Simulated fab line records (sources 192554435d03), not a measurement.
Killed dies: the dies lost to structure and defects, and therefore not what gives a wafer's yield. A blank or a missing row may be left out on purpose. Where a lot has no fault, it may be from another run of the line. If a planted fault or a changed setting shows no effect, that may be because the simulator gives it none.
A lot that was struck, set against a sound lot	flow n5_finfet	24 steps out of a route of 1938
Sound: wafers L157.1, L157.4, L157.6. Wafers struck: L141.1, L141.2, L141.5. At the end, the cause is stated.
Order at every step that has rows: each side's tool, ch and its chambers, its first start. Under that, the readings that differ: sound wafers	struck wafers	difference of the means	sigmas: that difference in standard deviations of wafers without a fault.
alike: readings whose means differ by less than 2 such deviations, and words and numbers that are the same on both sides. not compared: withheld readings, readings that some wafer has no value for, bounds like >300 that may hide the same value, and numbers for which the record gives no deviation and whose values overlap.
A row with sigmas, a row that says differs or no value, or rows on one side alone: a step with any of these is where the two part. Numbers that have no deviation but don't overlap get no sigmas and don't part them. A reading missing from all wafers of one side parts the sides only when that side holds two or more wafers.

first, 9 steps without rows for these wafers: N5_BEOL_M2_PEB_09 (peb time 60 s); N5_BEOL_M2_DEVELOP_10 (develop time 30 s); N5_BEOL_M2_DESCUM_16 (chemistry O2, time 7 s); N5_BEOL_M2_ETCH_74 (etches underlayer in N2/H2, target depth 6.5 nm, time 5.2 s); N5_BEOL_M2_ETCH_63 (etches SiARC in CF4, target depth 15.6 nm, time 26 s); N5_BEOL_M2_ETCH_64 (etches SOC in N2/H2, target depth 75 nm, overetch 22.5 nm, time 121.9 s); N5_BEOL_M2_STRIP_65 (strips in N2/H2); N5_BEOL_M2_STRIP_75 (strips in N2/H2); N5_BEOL_M2_STRIP_66 (strips in CF4).
N5_BEOL_M2_HM_OPEN_17: chemistry Cl2/BCl3, target TiN, target depth 20 nm, overetch 6 nm.
  sound on rie_metal-03 ch 0,1, day 12 09:03; struck on rie_metal-02 ch 0,1, day 8 07:08
reading	sound	struck	difference	sigmas
throttle_valve_pct (%)	22.52 22.51 22.35	21.95 21.96 21.96	-0.50	-2
  alike: drypump_motor_current_A, mfc_ar_sccm, oes_product_au
  not compared: rf_hours_counter_h
then, 10 steps without rows for these wafers: N5_BEOL_M2_STRIP_19 (strips in O2); N5_BEOL_M2_COAT_67 (time 60 s, resist thk 60 nm); N5_BEOL_M2_COAT_68 (time 60 s, resist thk 12 nm); N5_BEOL_M2_COAT_76 (time 60 s, resist thk 5 nm); N5_BEOL_M2_COAT_22 (resist thk 30 nm); N5_BEOL_M2_EBR_24; N5_BEOL_M2_SOFTBAKE_23 (time 60 s); N5_BEOL_M2_EXPOSE_25 (exposes mask V1, defocus 5 nm); N5_BEOL_M2_PEB_26 (peb time 60 s); N5_BEOL_M2_DEVELOP_27 (develop time 30 s).
N5_BEOL_M2_INSPECT_30: inspects for defects (brightfield).
  sound on defect_inspect-01 at day 12 09:49; struck on defect_inspect-01 at day 8 07:43
reading	sound	struck	difference	sigmas
raw_defect_count	452 495 556	1259 1283 1144	+728	+8
then, 1 step without rows for these wafers: N5_BEOL_M2_DESCUM_33 (chemistry O2, time 7 s).
N5_BEOL_M4_RC_MEAS_101:
  sound on prober-02 ch 0, day 13 15:40; struck on prober-01 ch 0, day 9 18:40
  alike: DIBL_N, DIBL_P, IOFF_N, IOFF_P, ION_N, ION_P, SS_N, SS_P, VT_N, VT_P
-- record jumps: 4 days separate the struck wafers' starts on either side; left off in module BEOL_M4, taken up again in module PASSIVATION, whose first shown step is the route's number 1936 --
N5_PASSIVATION_PROBE_49:
  only the struck wafers here have rows in the record (prober-02, day 13 17:59); the sound ones have none

== WHERE THEY PART ==
At N5_BEOL_M2_HM_OPEN_17 first; at N5_PASSIVATION_PROBE_49 last (within this record only).

WHY: what the simulator had put in
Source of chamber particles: rie_metal-02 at N5_BEOL_M2_HM_OPEN_17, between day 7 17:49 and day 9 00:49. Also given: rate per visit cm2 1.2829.
